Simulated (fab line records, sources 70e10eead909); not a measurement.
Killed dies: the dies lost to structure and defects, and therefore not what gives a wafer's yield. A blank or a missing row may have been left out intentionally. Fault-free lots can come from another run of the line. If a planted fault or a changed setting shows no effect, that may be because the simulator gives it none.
fab line records :: flow nand_harc
record
  lots=5
  wafers=15
  last_day=32
route steps=1302 shown P_GATE@155 END@1302
lots untouched by any fault: they come from a run of this same line in which no faults occurred
start_h: the number of hours between the record's first day and the start of the first shown wafer of the lot :: wait_h: hours elapsed since this lot's preceding step :: " same as the row above :: L1.1+2: several wafers, shown together as one row :: - value missing, or start not given :: * or withheld: withheld :: < > ~ a bound
route shown NAME@n: names a module that has steps shown in the file, with the first one's number in the route :: usual: the fault-free wafers' mean and standard deviation :: same: alike in all rows :: chamber/n: place in a boat :: sites: the reading at each site :: _std_site: the values' standard deviation :: _edge_site: the outer-site mean with the inner-site mean subtracted :: radius_mm: for every site, how far away it sits from the centre of the wafer :: mask NAME#n: copy n :: behind: tool/chamber where the wafer was last shaped :: hold: what put the lot on hold/how long, in hours/how the hold closed :: device: the transistor (n, p or np) that didn't switch :: end of line: the same wafers' tests at the end of the route :: a step given without rows: its recipe and nothing more :: killed: count of dies lost to structure and defects at first sort (not the wafer's yield) :: map: a wafer's dies, x killed, . not, _ none there
set.NAME: the setting that was run; set.NAME@STEP: the one run at that earlier step :: model.NAME: the simulator's own value behind a step, which no gauge read
lots seen at some steps along the route; tables by step, rows by wafer
services: when a tool's chamber went out of use (start_h, in hours from the record's first day, below 0 if earlier), for how many hours, and the reason
## steps
# step NHARC_P_GATE_ALD_36
# recipe
  target_thk_a=200
  pulse_time_s=60
  ald_cycles=223
  temp_c=400
  material=SiNx
# usual
  heater_power_w=796/69
  precursor_pulse_height_rel=1.003/0.02
lot.wafer: L840.2
tool: ald_sin-01
chamber: 3
start_h: 99.68
wait_h: -
heater_power_w: 805
precursor_pulse_height_rel: 1.012

lot.wafer: L840.3
tool: ald_sin-01
chamber: 0
start_h: 100.73
wait_h: -
heater_power_w: 753
precursor_pulse_height_rel: 1.029

lot.wafer: L840.6
tool: ald_sin-01
chamber: 3
start_h: 103.89
wait_h: -
heater_power_w: 801
precursor_pulse_height_rel: 1.011

lot.wafer: L843.1
tool: ald_sin-04
chamber: 0
start_h: 123.60
wait_h: -
heater_power_w: 674
precursor_pulse_height_rel: 1.023

lot.wafer: L843.4
tool: ald_sin-04
chamber: 2
start_h: 125.69
wait_h: -
heater_power_w: 758
precursor_pulse_height_rel: 1.010

lot.wafer: L843.3
tool: ald_sin-04
chamber: 3
start_h: 126.74
wait_h: -
heater_power_w: 917
precursor_pulse_height_rel: 1.043

lot.wafer: L856.4
tool: ald_sin-01
chamber: 2
start_h: 261.54
wait_h: -
heater_power_w: 724
precursor_pulse_height_rel: 1.036

lot.wafer: L856.2
tool: ald_sin-01
chamber: 1
start_h: 264.69
wait_h: -
heater_power_w: 799
precursor_pulse_height_rel: 0.985

lot.wafer: L856.5
tool: ald_sin-01
chamber: 3
start_h: 266.80
wait_h: -
heater_power_w: 826
precursor_pulse_height_rel: 1.007

lot.wafer: L860.2
tool: ald_sin-02
chamber: 0
start_h: 296.62
wait_h: -
heater_power_w: 884
precursor_pulse_height_rel: 1.016

lot.wafer: L860.3
tool: ald_sin-02
chamber: 1
start_h: 297.68
wait_h: -
heater_power_w: 705
precursor_pulse_height_rel: 1.039

lot.wafer: L860.6
tool: ald_sin-02
chamber: 0
start_h: 300.83
wait_h: -
heater_power_w: 872
precursor_pulse_height_rel: 1.058

lot.wafer: L862.3
tool: ald_sin-01
chamber: 3
start_h: 317.29
wait_h: -
heater_power_w: 833
precursor_pulse_height_rel: 1.034

lot.wafer: L862.4
tool: ald_sin-01
chamber: 0
start_h: 318.36
wait_h: -
heater_power_w: 759
precursor_pulse_height_rel: 0.980

lot.wafer: L862.2
tool: ald_sin-01
chamber: 1
start_h: 319.43
wait_h: -
heater_power_w: 804
precursor_pulse_height_rel: 1.003
# step NHARC_P_GATE_ETCHBACK_37
# recipe
  target_depth_a=345
  time_s=17.2
  chf3_flow_sccm=50
  o2_flow_sccm=10
  ar_flow_sccm=200
  rf_w=500
  bias_w=200
  chemistry=CHF3/O2
# usual
  drypump_motor_current_A=5.9/0.52
  oes_product_au=0.934/0.026
  rf_vpp_V=370.7/2
  showerhead_plenum_p_Torr=2.41/0.088
  throttle_valve_pct=20.573/0.009
lot.wafer: L840.3
tool: rie_diel-09
chamber: 2
start_h: -
wait_h: -
drypump_motor_current_A: 6.2
oes_product_au: 0.985
rf_hours_counter_h: 9
rf_vpp_V: 371.8
showerhead_plenum_p_Torr: 2.44
throttle_valve_pct: 20.584

lot.wafer: L840.2
tool: rie_diel-09
chamber: 3
start_h: -
wait_h: -
drypump_motor_current_A: 6.3
oes_product_au: 0.989
rf_hours_counter_h: 9
rf_vpp_V: 369.5
showerhead_plenum_p_Torr: 2.33
throttle_valve_pct: 20.571

lot.wafer: L840.6
tool: rie_diel-09
chamber: 0
start_h: -
wait_h: -
drypump_motor_current_A: 6.4
oes_product_au: 0.986
rf_hours_counter_h: -
rf_vpp_V: 367.5
showerhead_plenum_p_Torr: 2.31
throttle_valve_pct: 20.588

lot.wafer: L843.1
tool: rie_diel-09
chamber: 0
start_h: -
wait_h: -
drypump_motor_current_A: 6.4
oes_product_au: 0.932
rf_hours_counter_h: 9
rf_vpp_V: 367.1
showerhead_plenum_p_Torr: 2.30
throttle_valve_pct: 20.569

lot.wafer: L843.3
tool: rie_diel-09
chamber: 1
start_h: -
wait_h: -
drypump_motor_current_A: 6.2
oes_product_au: 0.931
rf_hours_counter_h: 5
rf_vpp_V: 372.8
showerhead_plenum_p_Torr: 2.47
throttle_valve_pct: 20.565

lot.wafer: L843.4
tool: rie_diel-09
chamber: 2
start_h: -
wait_h: -
drypump_motor_current_A: 6.1
oes_product_au: 0.938
rf_hours_counter_h: 10
rf_vpp_V: 372.2
showerhead_plenum_p_Torr: 2.44
throttle_valve_pct: 20.569

lot.wafer: L856.2
tool: rie_diel-09
chamber: 3
start_h: -
wait_h: -
drypump_motor_current_A: 6.3
oes_product_au: 0.916
rf_hours_counter_h: 9
rf_vpp_V: 369.0
showerhead_plenum_p_Torr: 2.33
throttle_valve_pct: 20.578

lot.wafer: L856.4
tool: rie_diel-09
chamber: 2
start_h: -
wait_h: -
drypump_motor_current_A: 6.1
oes_product_au: 0.921
rf_hours_counter_h: 8
rf_vpp_V: 373.3
showerhead_plenum_p_Torr: 2.44
throttle_valve_pct: 20.564

lot.wafer: L856.5
tool: rie_diel-09
chamber: 0
start_h: -
wait_h: -
drypump_motor_current_A: 6.3
oes_product_au: 0.925
rf_hours_counter_h: -
rf_vpp_V: 368.8
showerhead_plenum_p_Torr: 2.30
throttle_valve_pct: 20.566

lot.wafer: L860.2
tool: rie_diel-02
chamber: 1
start_h: -
wait_h: -
drypump_motor_current_A: 4.9
oes_product_au: 0.911
rf_hours_counter_h: 5
rf_vpp_V: 368.9
showerhead_plenum_p_Torr: 2.34
throttle_valve_pct: 20.578

lot.wafer: L860.3
tool: rie_diel-02
chamber: 2
start_h: -
wait_h: -
drypump_motor_current_A: 6.2
oes_product_au: 0.921
rf_hours_counter_h: 5
rf_vpp_V: 373.4
showerhead_plenum_p_Torr: 2.56
throttle_valve_pct: 20.567

lot.wafer: L860.6
tool: rie_diel-02
chamber: 1
start_h: -
wait_h: -
drypump_motor_current_A: 4.9
oes_product_au: 0.932
rf_hours_counter_h: -
rf_vpp_V: 370.1
showerhead_plenum_p_Torr: 2.34
throttle_valve_pct: 20.570

lot.wafer: L862.4
tool: rie_diel-13
chamber: 1
start_h: -
wait_h: -
drypump_motor_current_A: 5.5
oes_product_au: 0.930
rf_hours_counter_h: 7
rf_vpp_V: 372.1
showerhead_plenum_p_Torr: 2.50
throttle_valve_pct: 20.568

lot.wafer: L862.3
tool: rie_diel-13
chamber: 2
start_h: -
wait_h: -
drypump_motor_current_A: 5.5
oes_product_au: 0.914
rf_hours_counter_h: 8
rf_vpp_V: 373.3
showerhead_plenum_p_Torr: 2.50
throttle_valve_pct: 20.579

lot.wafer: L862.2
tool: rie_diel-13
chamber: 0
start_h: -
wait_h: -
drypump_motor_current_A: 6.2
oes_product_au: 0.924
rf_hours_counter_h: 7
rf_vpp_V: 368.3
showerhead_plenum_p_Torr: 2.34
throttle_valve_pct: 20.570
# step NHARC_P_GATE_STRIP_101
# recipe
  time_s=20
  o2_flow_sccm=500
  ar_flow_sccm=0
  bias_w=0
  chemistry=O2
# usual
  drypump_motor_current_A=5.9/0.52
  oes_product_au=0.995/0.0094
  rf_vpp_V=57.9/0.83
  showerhead_plenum_p_Torr=3.54/0.13
  throttle_valve_pct=17.036/0.0081
lot.wafer: L840.3
tool: rie_diel-09
chamber: 2
start_h: 108.20
wait_h: 0.1
drypump_motor_current_A: 6.1
oes_product_au: 0.987
rf_hours_counter_h: 9
rf_vpp_V: 58.1
showerhead_plenum_p_Torr: 3.59
throttle_valve_pct: 17.035

lot.wafer: L840.2
tool: rie_diel-09
chamber: 0
start_h: 108.20
wait_h: 0.1
drypump_motor_current_A: 6.4
oes_product_au: 0.984
rf_hours_counter_h: 9
rf_vpp_V: 57.8
showerhead_plenum_p_Torr: 3.39
throttle_valve_pct: 17.038

lot.wafer: L840.6
tool: rie_diel-09
chamber: 3
start_h: 108.20
wait_h: 0.1
drypump_motor_current_A: 6.3
oes_product_au: 0.992
rf_hours_counter_h: -
rf_vpp_V: 58.5
showerhead_plenum_p_Torr: 3.43
throttle_valve_pct: 17.043

lot.wafer: L843.3
tool: rie_diel-09
chamber: 3
start_h: 133.15
wait_h: 0.1
drypump_motor_current_A: 6.3
oes_product_au: 1.005
rf_hours_counter_h: 10
rf_vpp_V: 56.8
showerhead_plenum_p_Torr: 3.43
throttle_valve_pct: 17.025

lot.wafer: L843.4
tool: rie_diel-09
chamber: 0
start_h: 133.15
wait_h: 0.1
drypump_motor_current_A: 6.4
oes_product_au: 1.003
rf_hours_counter_h: 10
rf_vpp_V: 57.4
showerhead_plenum_p_Torr: 3.39
throttle_valve_pct: 17.040

lot.wafer: L843.1
tool: rie_diel-09
chamber: 2
start_h: 133.15
wait_h: 0.1
drypump_motor_current_A: 6.2
oes_product_au: 1.016
rf_hours_counter_h: 10
rf_vpp_V: 58.8
showerhead_plenum_p_Torr: 3.59
throttle_valve_pct: 17.033

lot.wafer: L856.4
tool: rie_diel-09
chamber: 3
start_h: 271.12
wait_h: 0.1
drypump_motor_current_A: 6.3
oes_product_au: 0.989
rf_hours_counter_h: 9
rf_vpp_V: 55.6
showerhead_plenum_p_Torr: 3.42
throttle_valve_pct: 17.026

lot.wafer: L856.2
tool: rie_diel-09
chamber: 1
start_h: 271.12
wait_h: 0.1
drypump_motor_current_A: 6.2
oes_product_au: 0.985
rf_hours_counter_h: 8
rf_vpp_V: 57.3
showerhead_plenum_p_Torr: 3.63
throttle_valve_pct: 17.033

lot.wafer: L856.5
tool: rie_diel-09
chamber: 3
start_h: 271.12
wait_h: 0.1
drypump_motor_current_A: 6.3
oes_product_au: 0.988
rf_hours_counter_h: -
rf_vpp_V: 59.4
showerhead_plenum_p_Torr: 3.42
throttle_valve_pct: 17.030

lot.wafer: L860.2
tool: rie_diel-02
chamber: 1
start_h: 305.15
wait_h: 0.1
drypump_motor_current_A: 5.0
oes_product_au: 0.991
rf_hours_counter_h: 5
rf_vpp_V: 57.2
showerhead_plenum_p_Torr: 3.44
throttle_valve_pct: 17.047

lot.wafer: L860.3
tool: rie_diel-02
chamber: 2
start_h: 305.15
wait_h: 0.1
drypump_motor_current_A: 6.2
oes_product_au: 1.000
rf_hours_counter_h: 5
rf_vpp_V: 56.5
showerhead_plenum_p_Torr: 3.75
throttle_valve_pct: 17.033

lot.wafer: L860.6
tool: rie_diel-02
chamber: 0
start_h: 305.15
wait_h: 0.1
drypump_motor_current_A: 6.6
oes_product_au: 0.982
rf_hours_counter_h: -
rf_vpp_V: 57.0
showerhead_plenum_p_Torr: 3.39
throttle_valve_pct: 17.036

lot.wafer: L862.3
tool: rie_diel-13
chamber: 2
start_h: 325.91
wait_h: 0.1
drypump_motor_current_A: 5.5
oes_product_au: 1.000
rf_hours_counter_h: 8
rf_vpp_V: 58.3
showerhead_plenum_p_Torr: 3.67
throttle_valve_pct: 17.030

lot.wafer: L862.2
tool: rie_diel-13
chamber: 3
start_h: 325.91
wait_h: 0.1
drypump_motor_current_A: 5.1
oes_product_au: 0.990
rf_hours_counter_h: 8
rf_vpp_V: 57.6
showerhead_plenum_p_Torr: 3.63
throttle_valve_pct: 17.039

lot.wafer: L862.4
tool: rie_diel-13
chamber: 1
start_h: 325.91
wait_h: 0.1
drypump_motor_current_A: 5.5
oes_product_au: 0.998
rf_hours_counter_h: 7
rf_vpp_V: 58.4
showerhead_plenum_p_Torr: 3.66
throttle_valve_pct: 17.022
# step NHARC_P_GATE_PRECLEAN_97
# recipe
  time_s=600
  temp_c=120
  chemistry=SPM
# step NHARC_P_GATE_SRD_98
# step NHARC_P_GATE_PRECLEAN_99
# recipe
  time_s=*
  temp_c=50
  bath_age_min=0
  chemistry=SC1
# step NHARC_P_GATE_SRD_100
# step NHARC_P_GATE_DEHYDRATE_38
# recipe
  temp_c=150
  time_s=120
# step NHARC_P_GATE_HMDS_39
# recipe
  time_s=30
# step NHARC_P_GATE_COAT_40
# recipe
  spin_rpm=3000
# step NHARC_P_GATE_SOFTBAKE_41
# recipe
  temp_c=122
  time_s=95
# step NHARC_P_GATE_EBR_42
# step NHARC_P_GATE_EXPOSE_43
# recipe
  na=0.6
  target_cd_nm=720
  dose_mj=14.81
  mask_id=P_NSD
# usual
  exposure_dose_mJ_cm2=14.811/0.014
lot.wafer: L840.2
tool: krf_scanner-01
chamber: 0
start_h: 108.85
wait_h: -
mask: P_NSD#0
exposure_dose_mJ_cm2: 14.797

lot.wafer: L840.3
tool: krf_scanner-01
chamber: 0
start_h: 108.85
wait_h: -
mask: P_NSD#0
exposure_dose_mJ_cm2: 14.807

lot.wafer: L840.6
tool: krf_scanner-01
chamber: 0
start_h: 108.85
wait_h: -
mask: P_NSD#0
exposure_dose_mJ_cm2: 14.822

lot.wafer: L843.1
tool: krf_scanner-01
chamber: 0
start_h: 133.92
wait_h: -
mask: P_PSD#0
exposure_dose_mJ_cm2: 14.824

lot.wafer: L843.3
tool: krf_scanner-01
chamber: 0
start_h: 133.92
wait_h: -
mask: P_PSD#0
exposure_dose_mJ_cm2: 14.844

lot.wafer: L843.4
tool: krf_scanner-01
chamber: 0
start_h: 133.92
wait_h: -
mask: P_PSD#0
exposure_dose_mJ_cm2: 14.837

lot.wafer: L856.2
tool: krf_scanner-03
chamber: 0
start_h: 271.76
wait_h: -
mask: P_NSD#0
exposure_dose_mJ_cm2: 14.817

lot.wafer: L856.4
tool: krf_scanner-03
chamber: 0
start_h: 271.76
wait_h: -
mask: P_NSD#0
exposure_dose_mJ_cm2: 14.810

lot.wafer: L856.5
tool: krf_scanner-03
chamber: 0
start_h: 271.76
wait_h: -
mask: P_NSD#0
exposure_dose_mJ_cm2: 14.809

lot.wafer: L860.2
tool: krf_scanner-01
chamber: 0
start_h: 305.92
wait_h: -
mask: P_NSD#0
exposure_dose_mJ_cm2: 14.838

lot.wafer: L860.3
tool: krf_scanner-01
chamber: 0
start_h: 305.92
wait_h: -
mask: P_NSD#0
exposure_dose_mJ_cm2: 14.828

lot.wafer: L860.6
tool: krf_scanner-01
chamber: 0
start_h: 305.92
wait_h: -
mask: P_NSD#0
exposure_dose_mJ_cm2: 14.826

lot.wafer: L862.2
tool: krf_scanner-03
chamber: 0
start_h: 326.68
wait_h: -
mask: P_NSD#0
exposure_dose_mJ_cm2: 14.816

lot.wafer: L862.3
tool: krf_scanner-03
chamber: 0
start_h: 326.68
wait_h: -
mask: P_NSD#0
exposure_dose_mJ_cm2: 14.814

lot.wafer: L862.4
tool: krf_scanner-03
chamber: 0
start_h: 326.68
wait_h: -
mask: P_NSD#0
exposure_dose_mJ_cm2: 14.813
# step NHARC_P_GATE_PEB_44
# recipe
  peb_temp_c=118
  peb_time_s=85
# step NHARC_P_GATE_DEVELOP_45
# recipe
  time_s=70
# step NHARC_P_GATE_CD_MEAS_46
# recipe
  target_cd_nm=720
  landing_energy_ev=500
# usual
  cd_nm=719.4/1.5
lot.wafer: L840.2
tool: cd_sem-02
chamber: 0
start_h: 109.00
wait_h: -
cd_nm: 721.6

lot.wafer: L840.3
tool: cd_sem-02
chamber: 0
start_h: 109.00
wait_h: -
cd_nm: 718.3

lot.wafer: L840.6
tool: cd_sem-02
chamber: 0
start_h: 109.00
wait_h: -
cd_nm: 720.0

lot.wafer: L843.1
tool: cd_sem-03
chamber: 0
start_h: 134.08
wait_h: -
cd_nm: -

lot.wafer: L843.3
tool: cd_sem-03
chamber: 0
start_h: 134.08
wait_h: -
cd_nm: -

lot.wafer: L843.4
tool: cd_sem-03
chamber: 0
start_h: 134.08
wait_h: -
cd_nm: -

lot.wafer: L856.2
tool: cd_sem-01
chamber: 0
start_h: 271.91
wait_h: -
cd_nm: 719.1

lot.wafer: L856.4
tool: cd_sem-01
chamber: 0
start_h: 271.91
wait_h: -
cd_nm: 720.4

lot.wafer: L856.5
tool: cd_sem-01
chamber: 0
start_h: 271.91
wait_h: -
cd_nm: 718.0

lot.wafer: L860.2
tool: cd_sem-01
chamber: 0
start_h: 306.07
wait_h: -
cd_nm: 718.3

lot.wafer: L860.3
tool: cd_sem-01
chamber: 0
start_h: 306.07
wait_h: -
cd_nm: 719.7

lot.wafer: L860.6
tool: cd_sem-01
chamber: 0
start_h: 306.07
wait_h: -
cd_nm: 719.8

lot.wafer: L862.2
tool: cd_sem-03
chamber: 0
start_h: 326.83
wait_h: -
cd_nm: 720.8

lot.wafer: L862.3
tool: cd_sem-03
chamber: 0
start_h: 326.83
wait_h: -
cd_nm: 717.3

lot.wafer: L862.4
tool: cd_sem-03
chamber: 0
start_h: 326.83
wait_h: -
cd_nm: 718.9
# step NHARC_P_GATE_HARDBAKE_47
# recipe
  temp_c=125
  time_s=80
# step NHARC_END_SORT_01
# recipe
  temp_c=25
# usual
  killed_at_array=62/15
  killed_at_other=0.8/1
  killed_at_periphery=3.7/2.6
  killed_dies=66/15
  killed_open=3.1/1.8
  killed_short=2.6/1.7
# same
  gross_dies=677
lot.wafer: L843.1
tool: prober-02
chamber: 0
start_h: 600.32
wait_h: 2.5
killed_at_array: 41
killed_at_other: 1
killed_at_periphery: 635
killed_dies: 677
killed_open: 2
killed_short: 1

lot.wafer: L843.3
tool: prober-02
chamber: 0
start_h: 601.92
wait_h: 3.1
killed_at_array: 45
killed_at_other: 0
killed_at_periphery: 632
killed_dies: 677
killed_open: 3
killed_short: 4

lot.wafer: L843.4
tool: prober-02
chamber: 0
start_h: 602.72
wait_h: 3.4
killed_at_array: 34
killed_at_other: 0
killed_at_periphery: 643
killed_dies: 677
killed_open: 3
killed_short: 2
# killed by level:class
L843.1 P_GATE:area_expose=632 A_CHANNEL_HOLE_D2:chamber_film_flake=30 P_BONDPAD:chamber_film_flake=3 A_CHANNEL_HOLE_D1:chamber_film_flake=3 A_STAIRCASE:chamber_film_flake=2 A_CONTACT:chamber_film_flake=2 A_CHANNEL_FILL_D1:geometric_particle:short=1 A_CHANNEL_FILL_D2:geometric_particle:open=1
L843.3 P_GATE:area_expose=632 A_CHANNEL_HOLE_D2:chamber_film_flake=29 A_STAIRCASE:chamber_film_flake=3 A_CHANNEL_HOLE_D1:chamber_film_flake=2 A_CONTACT:chamber_film_flake=2 A_SOURCE_PLATE:geometric_particle:short=1 A_CHANNEL_FILL_D1:geometric_particle:short=1 A_DECK1_JOINT:geometric_particle:short=1
L843.4 P_GATE:area_expose=640 A_CHANNEL_HOLE_D2:chamber_film_flake=20 A_STAIRCASE:chamber_film_flake=4 A_ONON_D2:geometric_particle:short=2 P_ZERO_WELL:chamber_film_flake=2 A_CHANNEL_HOLE_D1:chamber_film_flake=2 A_CONTACT:chamber_film_flake=2 A_CONTACT:geometric_particle:open=1
# map L843.1 (x killed, . not)
____________x____________
_________xxxxxxx_________
_______xxxxxxxxxxx_______
______xxxxxxxxxxxxx______
_____xxxxxxxxxxxxxxx_____
____xxxxxxxxxxxxxxxxx____
____xxxxxxxxxxxxxxxxx____
___xxxxxxxxxxxxxxxxxxx___
___xxxxxxxxxxxxxxxxxxx___
__xxxxxxxxxxxxxxxxxxxxx__
__xxxxxxxxxxxxxxxxxxxxx__
_xxxxxxxxxxxxxxxxxxxxxxx_
_xxxxxxxxxxxxxxxxxxxxxxx_
_xxxxxxxxxxxxxxxxxxxxxxx_
_xxxxxxxxxxxxxxxxxxxxxxx_
_xxxxxxxxxxxxxxxxxxxxxxx_
xxxxxxxxxxxxxxxxxxxxxxxxx
xxxxxxxxxxxxxxxxxxxxxxxxx
xxxxxxxxxxxxxxxxxxxxxxxxx
xxxxxxxxxxxxxxxxxxxxxxxxx
xxxxxxxxxxxxxxxxxxxxxxxxx
_xxxxxxxxxxxxxxxxxxxxxxx_
_xxxxxxxxxxxxxxxxxxxxxxx_
_xxxxxxxxxxxxxxxxxxxxxxx_
_xxxxxxxxxxxxxxxxxxxxxxx_
_xxxxxxxxxxxxxxxxxxxxxxx_
__xxxxxxxxxxxxxxxxxxxxx__
__xxxxxxxxxxxxxxxxxxxxx__
___xxxxxxxxxxxxxxxxxxx___
___xxxxxxxxxxxxxxxxxxx___
____xxxxxxxxxxxxxxxxx____
____xxxxxxxxxxxxxxxxx____
_____xxxxxxxxxxxxxxx_____
______xxxxxxxxxxxxx______
_______xxxxxxxxxxx_______
_________xxxxxxx_________
____________x____________
# map L840.3 (x killed, . not)
____________.____________
_________......._________
_______..........._______
______.............______
_____..............._____
____.................____
____.................____
___....x..............___
___x.xx........x......___
__..xxxx...............__
__..xxxx...............__
_xxxxxx.....xx.........._
_x.xxxxx................_
_xx.xxxxx..............._
_xxxxxxxx......x........_
_xxxxx.x................_
xxxxx.xx.x...............
..xx..x..................
xxxxx.x..................
...x.xx...x..............
.........................
_......................._
_......................._
_x.....x................_
_.................x....._
_......................._
__.....................__
__............x........__
___..x................___
___...................___
____.....x.......x...____
____.................____
_____..............._____
______.x...........______
_______..........._______
_________......._________
____________.____________
## services
tool: ald_sin-04
chamber: -
start_h: 83.32
hours: 10.0
kind: pm

tool: rie_diel-09
chamber: 2
start_h: 89.10
hours: 9.4
kind: repair

tool: rie_diel-13
chamber: 1
start_h: 90.09
hours: 24.4
kind: repair

tool: ald_sin-02
chamber: -
start_h: 120.53
hours: 10.0
kind: pm

tool: rie_diel-13
chamber: 3
start_h: 121.84
hours: 8.2
kind: repair

tool: krf_scanner-01
chamber: -
start_h: 140.00
hours: 4.0
kind: pm

tool: rie_diel-09
chamber: -
start_h: 143.10
hours: 9.0
kind: pm

tool: rie_diel-13
chamber: -
start_h: 165.00
hours: 9.0
kind: pm

tool: krf_scanner-01
chamber: -
start_h: 165.13
hours: 0.3
kind: repair

tool: krf_scanner-03
chamber: -
start_h: 171.38
hours: 2.0
kind: repair

tool: rie_diel-02
chamber: 2
start_h: 176.32
hours: 5.1
kind: repair

tool: krf_scanner-01
chamber: -
start_h: 190.88
hours: 0.3
kind: repair

tool: ald_sin-01
chamber: -
start_h: 214.47
hours: 10.0
kind: pm

tool: rie_diel-02
chamber: -
start_h: 216.79
hours: 9.0
kind: pm

tool: krf_scanner-03
chamber: -
start_h: 224.00
hours: 4.0
kind: pm

tool: rie_diel-09
chamber: 1
start_h: 225.27
hours: 7.2
kind: repair

tool: rie_diel-02
chamber: -
start_h: 245.40
hours: 0.6
kind: repair

tool: rie_diel-09
chamber: 2
start_h: 248.53
hours: 4.6
kind: repair

tool: rie_diel-13
chamber: 0
start_h: 251.41
hours: 1.9
kind: repair

tool: rie_diel-13
chamber: 3
start_h: 279.35
hours: 7.7
kind: repair

tool: rie_diel-09
chamber: 2
start_h: 297.16
hours: 7.6
kind: repair

tool: krf_scanner-01
chamber: -
start_h: 312.00
hours: 4.0
kind: pm

tool: rie_diel-13
chamber: 0
start_h: 314.81
hours: 3.6
kind: repair

tool: rie_diel-09
chamber: -
start_h: 320.10
hours: 9.0
kind: pm
## key
first_sign
  step=NHARC_P_GATE_EXPOSE_43
  reading=mask
  direction=changed
effect
  step=NHARC_P_GATE_CD_MEAS_46
  reading=cd_nm
  direction=missing
effect
  step=NHARC_END_SORT_01
  reading=killed_at_periphery
  direction=up
  sigmas=99+
  usual=3.7
  struck=636.7
more_kills_born_at
  NHARC_P_GATE_EXPOSE_43@krf_scanner-01=1904
met_at NHARC_P_GATE_EXPOSE_43
struck_wafers L843.1,L843.3,L843.4
later_rows_left_out L843.1,L843.3,L843.4
tester_left_out L843
onset_between 108.85 133.92
fault
  kind=wrong_mask
  tool=any
  chamber=-
  onset_h=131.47
  steps=NHARC_P_GATE_EXPOSE_43
  aux_copy=P_PSD#0
  scope=struck_lots_only
# tester_left_out: of these lots the tester's yield and bins aren't shown, on N5 and GAA mostly nor the transistor test; their killed dies are dies lost to structure and defects alone, not to doping, threshold or leakage, so they don't give the yield
# later_rows_left_out: the simulator's readings of these wafers behind a module that went badly wrong aren't trusted and aren't shown, but for the sort
